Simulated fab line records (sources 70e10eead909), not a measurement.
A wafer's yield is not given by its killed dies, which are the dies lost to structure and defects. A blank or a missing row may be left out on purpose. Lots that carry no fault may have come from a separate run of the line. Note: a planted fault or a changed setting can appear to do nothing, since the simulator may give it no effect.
Code-filled problem report in 8D (eight disciplines) form | flow nandHarc | the parts of the form that need people (team, actions taken, sign-off) are left out

1. PROBLEM STATEMENT
On 2 wafers of 1 lot, cathodeDcPowerW at NHARC_P_M1_PVD_20 has a mean of 15978 W; fault-free wafers read 15000 W, standard deviation 2.8. That is +99 or more standard deviations from the usual mean.
The step: deposits TaN, target thk 5 nm, time 8.06 s.
The first sign was on wafer L607.4 at day 9 09:17, on pvdSputter-02. The record holds 36 wafers of 12 lots with a number at this step. Rule for "out" (also "out of limits"): further than 4 standard deviations from the usual mean. Any other wafer with a number is counted as sound.

2. WHAT IT IS, WHAT IT ISN'T
question                    | is               | is not
which readings at this step | cathodeDcPowerW  | throttleValvePct
which lots                  | L607             | L598, L599, L600, L601, L602, L603, L606, L614, L616, L617, L619
which wafers of those lots  | L607.4, L607.5   | L607.6
read on which tools         | pvdSputter-02    | pvdSputter-01, pvdSputter-03
when                        | from day 9 09:17 | up to then (22 sound wafers); but 12 sound wafers of L614, L616, L617, L619 came after

3. THE SUSPECTS, EACH WITH WHAT RULES IT OUT
Counting: if a tool at a process step up to the reading ran every lot that is out, it stays a suspect. Sound lots after the first of them don't rule it out here, since some wafers of a struck lot are sound.
- rieDiel-10 at NHARC_P_M0_ETCH_34 (etches the open film in N2/H2, target depth 40 nm, overetch 12 nm, time 43.94 s): kept. The lot that is out, L607, ran on it at day 9 04:03; the last sound lot it ran before that was L600, at day 6 16:34.
- pvdSputter-02 at NHARC_P_M1_PVD_20 (deposits TaN, target thk 5 nm, time 8.06 s): kept. The lot that is out, L607, ran on it at day 9 09:17; the last sound lot it ran before that was L606, at day 8 10:59. Its own cathodeDcPowerW readings are out on those wafers.
- Within rieDiel-10 at NHARC_P_M0_ETCH_34: the wafers that are out ran in chambers 0, 2; their sound lot-mates ran in chamber 3.
The count leaves pvdSputter-02 at NHARC_P_M1_PVD_20 and rieDiel-10 at NHARC_P_M0_ETCH_34.

4. THE CAUSE (what the simulator had put in)
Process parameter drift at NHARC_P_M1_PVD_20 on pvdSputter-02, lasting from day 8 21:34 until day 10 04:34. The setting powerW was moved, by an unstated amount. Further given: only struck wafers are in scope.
Counting left 2 suspects, and this tool is among them.

5. THE EFFECT CHAIN, in route order
Each row: a reading where the mean over the struck wafers with a number is more than 3 standard deviations away from the usual. Only readings for which the record gives a usual standard deviation are gone through. hours: the time from each lot's start at the first step in this table that gives one to its start at this step, as a median over the lots. sigmas: the change in usual standard deviations.
hours | step              | reading         | usual   | on struck wafers | change | sigmas
0     | NHARC_P_M1_PVD_20 | cathodeDcPowerW | 15000 W | 15978            | +978   | +99 or more
Its process steps:
- NHARC_P_M1_PVD_20: deposits TaN, target thk 5 nm, time 8.06 s.

6. WHAT WOULD HAVE CAUGHT IT SOONER
First out-of-limits reading in this record: day 9 09:17, which is 12 hours after fault onset at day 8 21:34.
